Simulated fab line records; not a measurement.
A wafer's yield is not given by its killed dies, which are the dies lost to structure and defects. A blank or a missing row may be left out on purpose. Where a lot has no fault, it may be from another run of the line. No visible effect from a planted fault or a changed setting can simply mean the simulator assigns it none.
A lot that was struck, set against a sound lot | flow n5_finfet | 15 steps out of a route of 1938
Sound: wafers L241.4, L241.5, L241.6. Struck: wafer L228.6 (L228.3, L228.5, from the same lot, were not struck and are left out); the cause is given at the end.
Order at every step that has rows: each side's tool, ch and its chambers, its first start. Under that, the readings that differ: sound wafers | struck wafers | difference of the means | sigmas: that difference in standard deviations of wafers without a fault.
alike: readings with means less than 2 such deviations apart, plus words and numbers identical on both sides. not compared: withheld readings, readings lacking a value on some wafer, bounds such as >300 that could conceal the same value, and numbers that have no deviation in the record and whose values overlap.
The two part at a step that has a row with sigmas, a row that says differs or no value, or rows on one side only. Non-overlapping numbers with no deviation appear without sigmas and do not part them. A reading missing from all wafers of one side parts the sides only when that side holds two or more wafers.

N5_BEOL_M6_STRIP_80: strips in N2/H2, time 10 s.
  sound on rie_diel-01 ch 0,2,3; struck on rie_diel-01 ch 2
  reading      | sound          | struck | difference | sigmas
  rf_vpp_V (V) | 59.3 59.1 59.9 | 57.6   | -1.8       | -2
  alike: drypump_motor_current_A, oes_product_au, showerhead_plenum_p_Torr, throttle_valve_pct
  not compared: rf_hours_counter_h
N5_BEOL_M6_OCD_MEAS_38:
  sound on ocd-02, day 13 14:20; struck on ocd-01, day 10 11:17
  alike: trench_depth_nm
then, 4 steps without rows for these wafers: N5_BEOL_M6_HM_STRIP_39 (strips TiN in peroxide tin strip, target depth 25 nm, time 158 s); N5_BEOL_M6_SRD_40 (time 30 s); N5_BEOL_M6_PRECLEAN_42 (cleans in residue remover, time 60 s); N5_BEOL_M6_SRD_43 (time 30 s).
N5_BEOL_M6_CD_MEAS_35: target cd 40 nm, target cd y 28 nm.
  sound on cd_sem-02, day 13 14:29; struck on cd_sem-02, day 10 11:26
  alike: cd_nm
N5_BEOL_M6_CURE_75: cures SiCOH lowk, time 120 s.
  sound on uv_cure-03 ch 1, day 13 14:48; struck on uv_cure-02 ch 1, day 10 11:35
  alike: lamp_power_pct, wafer_temp_C_max
then, 1 step without rows for these wafers: N5_BEOL_M6_DEGAS_44 (time 60 s).
N5_BEOL_M6_PRE_CLEAN_45: time 30 s.
  sound on pvd_sputter-02, day 13 15:07; struck on pvd_sputter-03, day 10 11:52
  reading            | sound       | struck | difference | sigmas
  heater_power_w (W) | 341 334 334 | 408    | +72        | +2
N5_BEOL_M6_ALD_77: deposits TaN, target thk 2 nm, pulse time 2 s, purge time 3 s.
  sound on ald_metal-02 ch 0,2,3, day 13 15:17; struck on ald_metal-03 ch 3, day 10 11:56
  alike: heater_power_w
N5_BEOL_M6_SURFACE_TREAT_79:
  sound on pvd_sputter-02, day 13 15:53; struck on pvd_sputter-01, day 10 13:38
  not compared: throttle_valve_pct
N5_BEOL_M6_CVD_78: deposits Co from CCTBA/H2, target thk 2 nm, time 142.3 s.
  sound on cvd_co-02 ch 0,1,2, day 13 16:01; struck on cvd_co-02 ch 1, day 10 14:16
  reading          | sound             | struck | difference | sigmas
  run_length_s (s) | 165.2 165.3 165.8 | 208.3  | +42.9      | +99 or more
then, 1 step without rows for these wafers: N5_BEOL_M6_SPUTTER_48 (material Cu, target thk 10 nm, time 1.667 s).
-- the record jumps here: 3 days lie between the struck wafers' starts before and after (it left off in module BEOL_M6 and takes up again in module PASSIVATION, whose first step shown is number 1936 of the route) --
N5_PASSIVATION_PROBE_49:
  sound on prober-01, day 17 04:49; struck on prober-02, day 14 01:20
  alike: defect_limited_yield, killed_at_M0_to_M3, killed_at_M4_up, killed_at_contacts, killed_at_front_end, killed_at_other, killed_dies, killed_open, killed_short, sort_bin_4_leakage, sort_bin_5_function, sort_bin_6_memory, sort_n_pass, sort_yield_pct

## WHERE THEY PART
First at N5_BEOL_M6_STRIP_80; last, within this record, at N5_BEOL_M6_CVD_78. Later steps at which nothing parts them and some readings are alike: N5_PASSIVATION_PROBE_49.

WHY: the cause the simulator had injected
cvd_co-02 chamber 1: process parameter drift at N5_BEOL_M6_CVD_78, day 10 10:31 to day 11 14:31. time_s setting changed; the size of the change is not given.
